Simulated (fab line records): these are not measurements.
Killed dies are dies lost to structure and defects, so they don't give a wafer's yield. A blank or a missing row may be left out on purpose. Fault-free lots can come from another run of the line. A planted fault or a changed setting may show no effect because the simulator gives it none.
fab line records | flow n5_finfet | part 1 of 2: steps 1 to 15 of 26
[record] lots = 5 | wafers = 15 | last_day = 17
route steps=1938 shown BEOL_M7@1294
lots with no fault: from the same line, run without faults
start_h: start of the lot's first displayed wafer, in hours after the record's first day | wait_h: how many hours have passed since the lot's step before this one | " the same as in the row above | L1.1+2: a single row standing in for several wafers | - no value, or no start was given | * or withheld: withheld | < > ~ a bound
route shown NAME@n: NAME is a module with steps in the file, n the number in the route of the first one | usual: the fault-free wafers' mean and standard deviation | same: alike in all rows | chamber/n: place in a boat | sites: each site's reading | _std_site: how widely they spread, as a standard deviation | _edge_site: the outer-site mean with the inner-site mean subtracted | radius_mm: for every site, how far away it sits from the centre of the wafer | mask NAME#n: copy n | behind: the most recent tool/chamber to have shaped the wafer | hold: why the lot went on hold/how many hours it stayed there/how the hold came to an end | device: the n, p or np transistor that did not switch | end of line: the tests these same wafers got at the end of their route | a step with no rows: only its recipe | killed: count of dies lost to structure and defects at first sort (not the wafer's yield) | map: per-die view of a wafer (x killed, . not killed, _ where there is no die)
set.NAME: the run value of the setting; set.NAME@STEP: its run value at that earlier step | model.NAME: the simulator's own value behind a step, which no gauge read
a table for each step, a row for each wafer; lots at some steps of the route
services: a tool's chamber out of use, with start hour (start_h, from the record's first day; less than 0 if before it), hours out, and reason
[[steps]]
[step N5_BEOL_M7_PEB_26]
[recipe] peb_temp_c = 100 | peb_time_s = 60 | resist = CAR-EUV
lot.wafer  | tool           | chamber | start_h | wait_h
L077.1+3+4 | litho_track-04 | 0       | 200.97  | 0.1
L083.2+3+4 | litho_track-05 | 0       | 245.55  | 0.1
L096.1+5+6 | litho_track-05 | 0       | 324.17  | 0.1
L095.2+5+6 | litho_track-02 | 0       | 326.10  | 0.1
L094.2+3+5 | litho_track-05 | 0       | 326.33  | 0.1
[step N5_BEOL_M7_DEVELOP_27]
[recipe] develop_time_s = 30 | developer = TMAH | resist = CAR-EUV | rinse_liquid = surfactant_rinse | dry = air_spin | dev_temp_c = 23
lot.wafer  | tool           | chamber | start_h | wait_h
L077.1+3+4 | litho_track-04 | 0       | -       | -
L083.2+3+4 | litho_track-05 | 0       | -       | -
L096.1+5+6 | litho_track-05 | 0       | -       | -
L095.2+5+6 | litho_track-02 | 0       | -       | -
L094.2+3+5 | litho_track-05 | 0       | -       | -
[step N5_BEOL_M7_CD_MEAS_28]
[recipe] target_cd_nm = 40 | landing_energy_ev = 500 | detector = se_inlens
[usual] cd_nm = 40.05/0.25
lot.wafer | tool      | chamber | start_h | wait_h | cd_nm
L077.1    | cd_sem-03 | 0       | 201.04  | -      | 40.27
L077.3    | "         | 0       | "       | "      | 40.36
L077.4    | "         | 0       | "       | "      | 40.52
L083.2    | cd_sem-03 | 0       | 245.62  | -      | 39.76
L083.3    | "         | 0       | "       | "      | 40.25
L083.4    | "         | 0       | "       | "      | 39.74
L096.1    | cd_sem-01 | 0       | 324.24  | -      | 40.66
L096.5    | "         | 0       | "       | "      | 40.12
L096.6    | "         | 0       | "       | "      | 40.36
L095.2    | cd_sem-01 | 0       | 326.17  | -      | 39.99
L095.5    | "         | 0       | "       | "      | 40.07
L095.6    | "         | 0       | "       | "      | 39.96
L094.2    | cd_sem-03 | 0       | 326.39  | -      | 39.80
L094.3    | "         | 0       | "       | "      | 40.13
L094.5    | "         | 0       | "       | "      | 40.13
[step N5_BEOL_M7_OVL_MEAS_29]
[recipe] points_per_wafer = 522
[usual] V6_OVL = -0.4/0.8
lot.wafer | tool       | chamber | start_h | wait_h | V6_OVL[nm]
L077.1    | overlay-01 | 0       | 201.07  | 0.0    | 0.2
L077.3    | "          | 0       | "       | "      | 1.0
L077.4    | "          | 0       | "       | "      | 0.8
L083.2    | overlay-01 | 0       | 245.65  | 0.0    | -0.9
L083.3    | "          | 0       | "       | "      | -1.6
L083.4    | "          | 0       | "       | "      | -1.6
L096.1    | overlay-02 | 0       | 324.27  | 0.0    | -1.3
L096.5    | "          | 0       | "       | "      | -1.1
L096.6    | "          | 0       | "       | "      | -0.6
L095.2    | overlay-01 | 0       | 326.21  | 0.0    | -0.9
L095.5    | "          | 0       | "       | "      | -1.0
L095.6    | "          | 0       | "       | "      | -0.5
L094.2    | overlay-01 | 0       | 326.43  | 0.0    | 0.4
L094.3    | "          | 0       | "       | "      | -0.4
L094.5    | "          | 0       | "       | "      | 1.0
[step N5_BEOL_M7_INSPECT_30]
[recipe] mode = adi | inspect_instrument = brightfield
[usual] raw_defect_count = 412/93
lot.wafer | tool              | chamber | start_h | wait_h | raw_defect_count
L077.1    | defect_inspect-02 | -       | 201.13  | 0.1    | 547
L077.3    | "                 | -       | "       | "      | 535
L077.4    | "                 | -       | "       | "      | 428
L083.2    | defect_inspect-02 | -       | 245.70  | 0.0    | 370
L083.3    | "                 | -       | "       | "      | 481
L083.4    | "                 | -       | "       | "      | 281
L096.1    | defect_inspect-01 | -       | 324.33  | 0.1    | 300
L096.5    | "                 | -       | "       | "      | 483
L096.6    | "                 | -       | "       | "      | 394
L095.2    | defect_inspect-02 | -       | 326.26  | 0.0    | 370
L095.5    | "                 | -       | "       | "      | 418
L095.6    | "                 | -       | "       | "      | 407
L094.2    | defect_inspect-02 | -       | 326.48  | 0.0    | 327
L094.3    | "                 | -       | "       | "      | 322
L094.5    | "                 | -       | "       | "      | 293
[step N5_BEOL_M7_DESCUM_33]
[recipe] chemistry = O2 | time_s = 7 | source_power_w = 50 | bias_power_w = 20 | pressure_mtorr = 20 | rf_frequency_hz = 2.712e+07 | temp_c = 40 | resist = CAR-EUV | o2_flow_sccm = 225
[usual] bias_power_w = 20.00/0.057 | drypump_motor_current_A = 5.9/0.5 | oes_product_au = 0.83/0.091 | rf_fwd_power_W = 49.3/0.31 | rf_vpp_V = 243.3/1.4 | showerhead_plenum_p_Torr = 2.11/0.074 | throttle_valve_pct = 20.35/0.2
lot.wafer | tool        | chamber | start_h | wait_h | bias_power_w | drypump_motor_current_A | oes_product_au | rf_fwd_power_W | rf_hours_counter_h | rf_vpp_V | showerhead_plenum_p_Torr | throttle_valve_pct
L077.1    | rie_diel-02 | 3       | 201.16  | 0.0    | 19.99        | 6.5                     | 0.77           | 49.3           | 161                | 242.7    | 2.08                     | 20.48
L077.3    | "           | 1       | "       | "      | 19.98        | 6.1                     | 0.95           | 50.0           | 5                  | 242.6    | 2.05                     | 20.24
L077.4    | "           | 1       | "       | "      | 19.93        | 6.2                     | 0.96           | 49.9           | -                  | 241.5    | 2.05                     | 20.23
L083.2    | rie_diel-05 | 0       | 245.76  | 0.0    | 19.91        | 5.4                     | 0.70           | 48.8           | 229                | 243.7    | 2.15                     | 20.35
L083.3    | "           | 1       | "       | "      | 19.98        | 5.6                     | 0.75           | 49.5           | 157                | 240.6    | 2.01                     | 20.36
L083.4    | "           | 3       | "       | "      | 20.04        | 6.3                     | 0.77           | 49.0           | 119                | 240.9    | 2.01                     | 20.35
L096.1    | rie_diel-04 | 2       | 324.36  | 0.0    | 19.92        | 5.7                     | 0.96           | 49.1           | 8                  | 242.3    | 2.14                     | 20.05
L096.5    | "           | 3       | "       | "      | 20.07        | 5.5                     | 0.86           | 49.3           | -                  | 245.0    | 2.24                     | 20.25
L096.6    | "           | 2       | "       | "      | 20.01        | 5.7                     | 0.96           | 48.8           | -                  | 244.9    | 2.14                     | 20.07
L095.2    | rie_diel-05 | 1       | 326.29  | 0.0    | 20.02        | 5.6                     | 0.72           | 49.5           | 180                | 240.6    | 2.01                     | 20.41
L095.5    | "           | 2       | "       | "      | 20.01        | 6.5                     | 0.84           | 49.9           | -                  | 241.3    | 2.05                     | 20.48
L095.6    | "           | 1       | "       | "      | 19.94        | 5.6                     | 0.72           | 49.3           | -                  | 241.1    | 2.01                     | 20.40
L094.2    | rie_diel-04 | 3       | 326.51  | 0.0    | 20.08        | 5.5                     | 0.86           | 49.4           | 60                 | 245.0    | 2.24                     | 20.23
L094.3    | "           | 0       | "       | "      | 20.04        | 5.4                     | 0.88           | 49.6           | 34                 | 243.2    | 2.12                     | 20.58
L094.5    | "           | 0       | "       | "      | 20.11        | 5.4                     | 0.88           | 49.2           | -                  | 243.9    | 2.12                     | 20.56
[step N5_BEOL_M7_ETCH_72]
[recipe] chemistry = N2/H2 | target = underlayer | target_depth_a = 65 | mask_material = CAR-EUV | time_s = 5.2 | ion_energy_ev = 200 | pressure_mtorr = 30 | source_w = 840 | bias_w = 150 | n2_flow_sccm = 200 | h2_flow_sccm = 200 | ends = cleared
[usual] drypump_motor_current_A = 5.9/0.5 | etch_rf_on_time_s = 5.24/0.13 | n2_flow_sccm = 200.1/0.56 | oes_product_au = 0.71/0.077 | rf_fwd_power_W = 819.7/2.6 | rf_vpp_V = 524.3/2.5 | showerhead_plenum_p_Torr = 2.56/0.082 | throttle_valve_pct = 17.77/0.26
lot.wafer | tool        | chamber | start_h | wait_h | drypump_motor_current_A | etch_rf_on_time_s | n2_flow_sccm | oes_product_au | rf_fwd_power_W | rf_hours_counter_h | rf_vpp_V | showerhead_plenum_p_Torr | throttle_valve_pct
L077.1    | rie_diel-02 | 3       | 201.19  | 0.0    | 6.5                     | 5.43              | 200.7        | 0.64           | 817.1          | 161                | 523.3    | 2.54                     | 17.93
L077.3    | "           | 1       | "       | "      | 6.2                     | 5.34              | 200.2        | 0.79           | 815.3          | 5                  | 523.9    | 2.50                     | 17.83
L077.4    | "           | 1       | "       | "      | 6.2                     | 5.35              | 200.3        | 0.78           | 816.6          | -                  | 521.0    | 2.50                     | 17.89
L083.2    | rie_diel-05 | 0       | 245.79  | 0.0    | 5.5                     | 5.12              | 199.9        | 0.59           | 825.4          | 229                | 526.4    | 2.62                     | 18.03
L083.3    | "           | 1       | "       | "      | 5.6                     | 5.26              | 200.3        | 0.65           | 822.1          | 157                | 521.2    | 2.44                     | 17.74
L083.4    | "           | 3       | "       | "      | 6.3                     | 5.37              | 200.0        | 0.67           | 821.3          | 119                | 523.6    | 2.45                     | 17.87
L096.1    | rie_diel-04 | 2       | 324.40  | 0.0    | 5.7                     | 4.96              | 201.0        | 0.85           | 819.4          | 8                  | 524.0    | 2.59                     | 17.39
L096.5    | "           | 3       | "       | "      | 5.4                     | 5.23              | 200.5        | 0.73           | 817.5          | -                  | 529.2    | 2.67                     | 17.31
L096.6    | "           | 2       | "       | "      | 5.7                     | 4.95              | 201.5        | 0.85           | 817.0          | -                  | 525.6    | 2.59                     | 17.39
L095.2    | rie_diel-05 | 1       | 326.33  | 0.0    | 5.6                     | 5.31              | 199.7        | 0.61           | 817.6          | 180                | 522.0    | 2.43                     | 17.79
L095.5    | "           | 2       | "       | "      | 6.4                     | 5.23              | 200.6        | 0.72           | 815.5          | -                  | 520.6    | 2.47                     | 17.77
L095.6    | "           | 1       | "       | "      | 5.6                     | 5.24              | 200.7        | 0.63           | 818.6          | -                  | 519.9    | 2.43                     | 17.81
L094.2    | rie_diel-04 | 3       | 326.55  | 0.0    | 5.5                     | 5.24              | 200.2        | 0.73           | 817.5          | 60                 | 528.4    | 2.67                     | 17.33
L094.3    | "           | 0       | "       | "      | 5.4                     | 5.29              | 199.6        | 0.74           | 817.2          | 34                 | 523.6    | 2.58                     | 18.04
L094.5    | "           | 0       | "       | "      | 5.4                     | 5.31              | 200.1        | 0.75           | 817.0          | -                  | 526.3    | 2.58                     | 18.06
[step N5_BEOL_M7_ETCH_65]
[recipe] chemistry = CF4 | target = SiARC | target_depth_a = 156 | mask_material = CAR-EUV | time_s = 26 | ion_energy_ev = 80 | pressure_mtorr = 40 | source_w = 545 | bias_w = 36 | Ar_flow_sccm = 100 | cf4_flow_sccm = 100 | ends = cleared
[usual] drypump_motor_current_A = 5.9/0.5 | etch_rf_on_time_s = 26.2/0.61 | oes_product_au = 0.71/0.077 | rf_fwd_power_W = 532.7/2.6 | rf_vpp_V = 184.2/1.1 | showerhead_plenum_p_Torr = 2.16/0.068 | throttle_valve_pct = 15.52/0.22
lot.wafer | tool        | chamber | start_h | wait_h | drypump_motor_current_A | etch_rf_on_time_s | oes_product_au | rf_fwd_power_W | rf_hours_counter_h | rf_vpp_V | showerhead_plenum_p_Torr | throttle_valve_pct
L077.1    | rie_diel-02 | 3       | 201.21  | 0.0    | 6.5                     | 26.8              | 0.65           | 527.7          | 161                | 184.0    | 2.13                     | 15.70
L077.3    | "           | 1       | "       | "      | 6.2                     | 26.9              | 0.78           | 537.4          | 5                  | 183.8    | 2.12                     | 15.47
L077.4    | "           | 1       | "       | "      | 6.2                     | 26.8              | 0.78           | 538.1          | -                  | 183.8    | 2.12                     | 15.47
L083.2    | rie_diel-05 | 0       | 245.81  | 0.0    | 5.4                     | 25.2              | 0.60           | 531.1          | 229                | 184.7    | 2.20                     | 15.62
L083.3    | "           | 1       | "       | "      | 5.6                     | 25.9              | 0.65           | 532.3          | 157                | 183.0    | 2.06                     | 15.54
L083.4    | "           | 3       | "       | "      | 6.4                     | 26.7              | 0.66           | 530.7          | 119                | 184.1    | 2.06                     | 15.53
L096.1    | rie_diel-04 | 2       | 324.42  | 0.0    | 5.7                     | 24.8              | 0.83           | 534.9          | 8                  | 184.9    | 2.19                     | 15.20
L096.5    | "           | 3       | "       | "      | 5.5                     | 26.0              | 0.73           | 530.6          | -                  | 185.9    | 2.26                     | 15.26
L096.6    | "           | 2       | "       | "      | 5.7                     | 25.0              | 0.85           | 532.2          | -                  | 183.9    | 2.19                     | 15.20
L095.2    | rie_diel-05 | 1       | 326.35  | 0.0    | 5.6                     | 26.1              | 0.63           | 532.5          | 180                | 184.8    | 2.06                     | 15.58
L095.5    | "           | 2       | "       | "      | 6.5                     | 26.2              | 0.72           | 533.8          | -                  | 183.3    | 2.10                     | 15.65
L095.6    | "           | 1       | "       | "      | 5.6                     | 25.9              | 0.63           | 531.2          | -                  | 183.3    | 2.06                     | 15.59
L094.2    | rie_diel-04 | 3       | 326.57  | 0.0    | 5.5                     | 26.0              | 0.73           | 533.6          | 60                 | 184.4    | 2.26                     | 15.25
L094.3    | "           | 0       | "       | "      | 5.4                     | 26.3              | 0.75           | 533.1          | 34                 | 183.7    | 2.18                     | 15.67
L094.5    | "           | 0       | "       | "      | 5.4                     | 26.2              | 0.74           | 531.2          | -                  | 183.6    | 2.18                     | 15.70
[step N5_BEOL_M7_ETCH_66]
[recipe] chemistry = N2/H2 | target = SOC | target_depth_a = 800 | overetch_a = 160 | mask_material = SiARC | temp_c = 40 | time_s = 120 | ion_energy_ev = 200 | pressure_mtorr = 30 | source_w = 840 | bias_w = 150 | n2_flow_sccm = 200 | h2_flow_sccm = 200
[usual] drypump_motor_current_A = 5.9/0.5 | n2_flow_sccm = 200.1/0.57 | oes_product_au = 0.64/0.066 | rf_fwd_power_W = 835.5/2.9 | rf_vpp_V = 524.3/2.5 | showerhead_plenum_p_Torr = 2.56/0.082 | throttle_valve_pct = 17.72/0.26
lot.wafer | tool        | chamber | start_h | wait_h | drypump_motor_current_A | n2_flow_sccm | oes_product_au | rf_fwd_power_W | rf_hours_counter_h | rf_vpp_V | showerhead_plenum_p_Torr | throttle_valve_pct
L077.1    | rie_diel-02 | 3       | 201.24  | 0.0    | 6.5                     | 200.5        | 0.58           | 838.6          | 161                | 522.6    | 2.54                     | 17.89
L077.3    | "           | 1       | "       | "      | 6.2                     | 199.1        | 0.73           | 839.0          | 5                  | 523.1    | 2.50                     | 17.82
L077.4    | "           | 1       | "       | "      | 6.2                     | 198.9        | 0.71           | 841.8          | -                  | 523.2    | 2.50                     | 17.82
L083.2    | rie_diel-05 | 0       | 245.83  | 0.0    | 5.4                     | 200.0        | 0.53           | 830.8          | 229                | 526.4    | 2.62                     | 17.95
L083.3    | "           | 1       | "       | "      | 5.6                     | 200.4        | 0.58           | 833.7          | 157                | 519.9    | 2.44                     | 17.71
L083.4    | "           | 3       | "       | "      | 6.4                     | 199.7        | 0.60           | 837.5          | 119                | 521.1    | 2.45                     | 17.83
L096.1    | rie_diel-04 | 2       | 324.44  | 0.0    | 5.7                     | 200.2        | 0.73           | 834.0          | 8                  | 525.3    | 2.59                     | 17.33
L096.5    | "           | 3       | "       | "      | 5.5                     | 200.0        | 0.66           | 835.7          | -                  | 527.4    | 2.67                     | 17.28
L096.6    | "           | 2       | "       | "      | 5.7                     | 199.7        | 0.74           | 833.1          | -                  | 523.9    | 2.59                     | 17.34
L095.2    | rie_diel-05 | 1       | 326.37  | 0.0    | 5.6                     | 200.2        | 0.57           | 834.5          | 180                | 520.7    | 2.43                     | 17.76
L095.5    | "           | 2       | "       | "      | 6.5                     | 200.2        | 0.65           | 835.6          | -                  | 522.7    | 2.47                     | 17.71
L095.6    | "           | 1       | "       | "      | 5.6                     | 199.8        | 0.56           | 840.8          | -                  | 519.6    | 2.43                     | 17.75
L094.2    | rie_diel-04 | 3       | 326.59  | 0.0    | 5.5                     | 199.5        | 0.65           | 838.4          | 60                 | 526.3    | 2.67                     | 17.28
L094.3    | "           | 0       | "       | "      | 5.4                     | 200.4        | 0.68           | 836.2          | 34                 | 525.6    | 2.58                     | 18.00
L094.5    | "           | 0       | "       | "      | 5.4                     | 200.8        | 0.68           | 840.9          | -                  | 523.3    | 2.58                     | 18.01
[step N5_BEOL_M7_STRIP_69]
[recipe] chemistry = N2/H2 | temp_c = 40 | n2_flow_sccm = 200 | h2_flow_sccm = 200 | rf_frequency_hz = 6e+07
lot.wafer  | tool        | chamber | start_h | wait_h
L077.1+3+4 | rie_diel-02 | 3,1,1   | 201.32  | 0.0
L083.2+3+4 | rie_diel-05 | 0,1,3   | 245.92  | 0.0
L096.1+5+6 | rie_diel-04 | 2,3,2   | 324.52  | 0.0
L095.2+5+6 | rie_diel-05 | 1,2,1   | 326.45  | 0.0
L094.2+3+5 | rie_diel-04 | 3,0,0   | 326.67  | 0.0
[step N5_BEOL_M7_STRIP_73]
[recipe] chemistry = N2/H2 | temp_c = 40 | n2_flow_sccm = 200 | h2_flow_sccm = 200 | rf_frequency_hz = 6e+07
lot.wafer  | tool        | chamber | start_h | wait_h
L077.1+3+4 | rie_diel-02 | 3,1,1   | 201.33  | 0.0
L083.2+3+4 | rie_diel-05 | 0,1,3   | 245.93  | 0.0
L096.1+5+6 | rie_diel-04 | 2,3,2   | 324.53  | 0.0
L095.2+5+6 | rie_diel-05 | 1,2,1   | 326.46  | 0.0
L094.2+3+5 | rie_diel-04 | 3,0,0   | 326.68  | 0.0
[step N5_BEOL_M7_VIA_ETCH_34]
[recipe] chemistry = C4F6/O2 | target = SiCOH_lowk | target_depth_a = 1255 | mask_material = SOC | taper_deg = 4 | time_s = 50.5 | ion_energy_ev = 250 | pressure_mtorr = 30 | source_w = 345 | bias_w = 185 | Ar_flow_sccm = 300 | C4F6_flow_sccm = 10 | O2_flow_sccm = 10
[usual] drypump_motor_current_A = 5.9/0.5 | oes_o_777_au = 0.83/0.09 | oes_product_au = 0.83/0.09 | rf_fwd_power_W = 341.0/1.6 | rf_vpp_V = 659/9.6 | showerhead_plenum_p_Torr = 2.87/0.091 | throttle_valve_pct = 20.82/0.22
lot.wafer | tool        | chamber | start_h | wait_h | drypump_motor_current_A | oes_o_777_au | oes_product_au | rf_fwd_power_W | rf_hours_counter_h | rf_vpp_V | showerhead_plenum_p_Torr | throttle_valve_pct
L077.1    | rie_diel-02 | 3       | 201.34  | 0.0    | 6.5                     | 0.74         | 0.75           | 339.9          | 161                | 661      | 2.84                     | 21.03
L077.3    | "           | 1       | "       | "      | 6.2                     | 0.89         | 0.93           | 343.5          | 5                  | 669      | 2.82                     | 20.91
L077.4    | "           | 1       | "       | "      | 6.2                     | 0.88         | 0.92           | 343.7          | -                  | 668      | 2.82                     | 20.91
L083.2    | rie_diel-05 | 0       | 245.94  | 0.0    | 5.4                     | 0.69         | 0.69           | 340.5          | 229                | 661      | 2.92                     | 20.80
L083.3    | "           | 1       | "       | "      | 5.6                     | 0.76         | 0.75           | 342.2          | 157                | 645      | 2.74                     | 20.81
L083.4    | "           | 3       | "       | "      | 6.3                     | 0.78         | 0.77           | 338.6          | 119                | 668      | 2.73                     | 20.73
L096.1    | rie_diel-04 | 2       | 324.54  | 0.0    | 5.7                     | 0.99         | 0.98           | 340.4          | 9                  | 665      | 2.93                     | 20.62
L096.5    | "           | 3       | "       | "      | 5.5                     | 0.89         | 0.85           | 341.1          | -                  | 644      | 3.01                     | 20.53
L096.6    | "           | 2       | "       | "      | 5.7                     | 1.00         | 0.98           | 339.8          | -                  | 667      | 2.93                     | 20.61
L095.2    | rie_diel-05 | 1       | 326.47  | 0.0    | 5.6                     | 0.75         | 0.73           | 341.0          | 180                | 646      | 2.73                     | 20.83
L095.5    | "           | 2       | "       | "      | 6.5                     | 0.86         | 0.84           | 344.6          | -                  | 647      | 2.78                     | 20.91
L095.6    | "           | 1       | "       | "      | 5.6                     | 0.75         | 0.74           | 341.6          | -                  | 646      | 2.73                     | 20.84
L094.2    | rie_diel-04 | 3       | 326.69  | 0.0    | 5.5                     | 0.89         | 0.86           | 341.2          | 60                 | 645      | 3.01                     | 20.53
L094.3    | "           | 0       | "       | "      | 5.4                     | 0.84         | 0.88           | 340.7          | 34                 | 670      | 2.89                     | 21.06
L094.5    | "           | 0       | "       | "      | 5.4                     | 0.85         | 0.89           | 341.2          | -                  | 671      | 2.89                     | 21.06
[step N5_BEOL_M7_STRIP_76]
[recipe] chemistry = C4F6/O2 | resist = SiARC | rf_frequency_hz = 6e+07
lot.wafer  | tool        | chamber | start_h | wait_h
L077.1+3+4 | rie_diel-02 | 3,1,1   | 201.38  | 0.0
L083.2+3+4 | rie_diel-05 | 0,1,3   | 245.98  | 0.0
L096.1+5+6 | rie_diel-04 | 2,3,2   | 324.59  | 0.0
L095.2+5+6 | rie_diel-05 | 1,2,1   | 326.52  | 0.0
L094.2+3+5 | rie_diel-04 | 3,0,0   | 326.74  | 0.0
[step N5_BEOL_M7_STRIP_36]
[recipe] chemistry = N2/H2 | power_w = 450 | temp_c = 40 | pressure_mtorr = 20 | rf_frequency_hz = 6e+07 | overash_fraction = 0.3 | bias_power_w = 7 | h2_frac = 0.5 | n2_flow_sccm = 200 | h2_flow_sccm = 200
[usual] bias_power_w = 7.003/0.021 | drypump_motor_current_A = 5.9/0.5 | n2_flow_sccm = 200.1/0.63 | oes_product_au = 0.83/0.092 | rf_vpp_V = 59.2/1.5 | showerhead_plenum_p_Torr = 2.55/0.082 | throttle_valve_pct = 23.6/0.33
lot.wafer | tool        | chamber | start_h | wait_h | bias_power_w | drypump_motor_current_A | n2_flow_sccm | oes_product_au | rf_hours_counter_h | rf_vpp_V | showerhead_plenum_p_Torr | throttle_valve_pct
L077.1    | rie_diel-02 | 3       | 201.39  | 0.0    | 7.024        | 6.5                     | 198.9        | 0.77           | 161                | 59.6     | 2.54                     | 23.6
L077.3    | "           | 1       | "       | "      | 7.015        | 6.2                     | 199.5        | 0.95           | 5                  | 60.8     | 2.49                     | 23.9
L077.4    | "           | 1       | "       | "      | 7.019        | 6.2                     | 199.8        | 0.96           | -                  | 59.6     | 2.49                     | 23.9
L083.2    | rie_diel-05 | 0       | 245.99  | 0.0    | 7.017        | 5.4                     | 200.6        | 0.70           | 229                | 60.5     | 2.61                     | 23.9
L083.3    | "           | 1       | "       | "      | 7.013        | 5.6                     | 200.0        | 0.73           | 157                | 59.8     | 2.43                     | 23.5
L083.4    | "           | 3       | "       | "      | 7.014        | 6.4                     | 201.0        | 0.77           | 119                | 57.6     | 2.44                     | 23.7
L096.1    | rie_diel-04 | 2       | 324.60  | 0.0    | 7.003        | 5.7                     | 199.5        | 0.97           | 9                  | 61.5     | 2.59                     | 23.1
L096.5    | "           | 3       | "       | "      | 6.998        | 5.5                     | 199.7        | 0.87           | -                  | 61.0     | 2.67                     | 23.0
L096.6    | "           | 2       | "       | "      | 6.977        | 5.7                     | 200.1        | 0.97           | -                  | 60.9     | 2.59                     | 23.1
L095.2    | rie_diel-05 | 1       | 326.53  | 0.0    | 6.992        | 5.6                     | 199.2        | 0.73           | 180                | 59.2     | 2.42                     | 23.5
L095.5    | "           | 2       | "       | "      | 6.960        | 6.5                     | 199.5        | 0.85           | -                  | 58.1     | 2.47                     | 23.5
L095.6    | "           | 1       | "       | "      | 6.941        | 5.6                     | 199.8        | 0.73           | -                  | 56.9     | 2.42                     | 23.6
L094.2    | rie_diel-04 | 3       | 326.75  | 0.0    | 7.006        | 5.5                     | 200.3        | 0.86           | 60                 | 60.2     | 2.67                     | 23.0
L094.3    | "           | 0       | "       | "      | 6.996        | 5.4                     | 200.2        | 0.89           | 34                 | 60.2     | 2.58                     | 24.1
L094.5    | "           | 0       | "       | "      | 6.953        | 5.4                     | 199.3        | 0.89           | -                  | 60.2     | 2.58                     | 24.1
[step N5_BEOL_M7_TRENCH_ETCH_37]
[recipe] chemistry = C4F6/O2 | target_depth_a = 934.78 | target = SiCOH_lowk | time_s = 31.2 | ion_energy_ev = 250 | pressure_mtorr = 30 | source_w = 345 | bias_w = 185 | Ar_flow_sccm = 300 | C4F6_flow_sccm = 10 | O2_flow_sccm = 10
[usual] drypump_motor_current_A = 5.9/0.5 | oes_o_777_au = 0.83/0.09 | oes_product_au = 0.83/0.089 | rf_fwd_power_W = 339.4/1.8 | rf_vpp_V = 659/9.6 | showerhead_plenum_p_Torr = 2.87/0.091 | throttle_valve_pct = 20.85/0.22
lot.wafer | tool        | chamber | start_h | wait_h | drypump_motor_current_A | oes_o_777_au | oes_product_au | rf_fwd_power_W | rf_hours_counter_h | rf_vpp_V | showerhead_plenum_p_Torr | throttle_valve_pct
L077.1    | rie_diel-02 | 3       | -       | -      | 6.5                     | 0.74         | 0.76           | 339.8          | 162                | 660      | 2.84                     | 21.07
L077.3    | "           | 1       | "       | "      | 6.2                     | 0.88         | 0.93           | 341.9          | 5                  | 669      | 2.82                     | 20.94
L077.4    | "           | 1       | "       | "      | 6.2                     | 0.88         | 0.93           | 341.7          | -                  | 668      | 2.82                     | 20.94
L083.2    | rie_diel-05 | 0       | -       | -      | 5.5                     | 0.70         | 0.69           | 337.5          | 229                | 659      | 2.92                     | 20.85
L083.3    | "           | 1       | "       | "      | 5.6                     | 0.76         | 0.75           | 339.7          | 157                | 645      | 2.74                     | 20.84
L083.4    | "           | 3       | "       | "      | 6.3                     | 0.79         | 0.77           | 339.1          | 119                | 669      | 2.73                     | 20.75
L096.1    | rie_diel-04 | 2       | -       | -      | 5.7                     | 0.99         | 0.97           | 337.8          | 9                  | 667      | 2.93                     | 20.67
L096.5    | "           | 3       | "       | "      | 5.5                     | 0.89         | 0.85           | 339.7          | -                  | 644      | 3.01                     | 20.56
L096.6    | "           | 2       | "       | "      | 5.7                     | 0.99         | 0.98           | 337.3          | -                  | 666      | 2.93                     | 20.64
L095.2    | rie_diel-05 | 1       | -       | -      | 5.6                     | 0.75         | 0.72           | 339.4          | 180                | 645      | 2.73                     | 20.88
L095.5    | "           | 2       | "       | "      | 6.5                     | 0.86         | 0.84           | 341.4          | -                  | 648      | 2.78                     | 20.95
L095.6    | "           | 1       | "       | "      | 5.6                     | 0.75         | 0.72           | 340.8          | -                  | 645      | 2.73                     | 20.85
L094.2    | rie_diel-04 | 3       | -       | -      | 5.5                     | 0.89         | 0.86           | 340.3          | 60                 | 645      | 3.01                     | 20.55
L094.3    | "           | 0       | "       | "      | 5.4                     | 0.85         | 0.88           | 340.6          | 34                 | 669      | 2.89                     | 21.08
L094.5    | "           | 0       | "       | "      | 5.4                     | 0.84         | 0.88           | 340.1          | -                  | 671      | 2.89                     | 21.08
